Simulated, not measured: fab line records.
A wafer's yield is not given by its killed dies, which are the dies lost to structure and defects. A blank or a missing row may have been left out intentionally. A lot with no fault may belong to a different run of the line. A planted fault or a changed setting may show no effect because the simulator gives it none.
Chamber matching + flow nand harc + 4 sister chambers for NHARC_A_SLIT_ETCH_24 on rie diel-12
The step etches the open film in CF4/CHF3, target depth 121 nm, time 60.5 s. 8 wafers are shown with their chamber, then 12 later ones without.

EACH WAFER AND ITS CHAMBER
| wafer  | chamber | drypump motor current A (A) | rf vpp V (V) |
|--------|---------|-----------------------------|--------------|
| L084.2 | 1       | 4.9                         | 370.6        |
| L084.6 | 3       | 5.7                         | 372.5        |
| L086.1 | 2       | 5.4                         | 373.1        |
| L086.2 | 1       | 4.9                         | 371.4        |
| L086.5 | 2       | 5.5                         | 372.2        |
| L089.1 | 0       | 4.9                         | 372.6        |
| L089.4 | 3       | 5.7                         | 373.8        |
| L089.6 | 0       | 4.9                         | 373.2        |

WAFERS WITH NO CHAMBER GIVEN
| wafer  | drypump motor current A (A) | rf vpp V (V) |
|--------|-----------------------------|--------------|
| L090.1 | 5.7                         | 372.9        |
| L090.3 | 4.9                         | 371.3        |
| L090.6 | 4.9                         | 369.2        |
| L092.3 | 4.9                         | 369.5        |
| L092.4 | 5.0                         | 373.4        |
| L092.6 | 4.9                         | 371.2        |
| L095.1 | 4.9                         | 370.3        |
| L095.3 | 5.5                         | 373.3        |
| L095.6 | 5.7                         | 370.8        |
| L096.1 | 4.9                         | 370.6        |
| L096.2 | 4.9                         | 371.5        |
| L096.6 | 4.9                         | 370.0        |

EACH ONE'S CHAMBER
| wafer  | from the rows above     | in truth |
|--------|-------------------------|----------|
| L090.1 | 3                       | 3        |
| L090.3 | can't be placed: 1 or 0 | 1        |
| L090.6 | 1                       | 1        |
| L092.3 | 1                       | 1        |
| L092.4 | can't be placed: 0 or 1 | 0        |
| L092.6 | 1                       | 1        |
| L095.1 | 1                       | 1        |
| L095.3 | 2                       | 2        |
| L095.6 | 3                       | 3        |
| L096.1 | 1                       | 1        |
| L096.2 | can't be placed: 1 or 0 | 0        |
| L096.6 | 1                       | 1        |
Placed correctly: 9 of 12. Cannot be placed on the basis of these rows: 3; the candidates contain the true chamber in 3. 0 placed wrongly.
How it was worked out, from the rows above alone: a wafer's distance from a chamber is the root of the sum, over the readings, of the square of ((its reading less the chamber's mean) divided by the reading's scatter). If the next closest chamber is less than 2 further off than the closest, the wafer can't be placed; otherwise it belongs to the closest. A chamber's mean is the mean of its shown wafers. How the scatter is found: for the shown wafers, subtract from each reading the mean of its chamber, square and add these, divide the total by (wafers less chambers), then take the root.
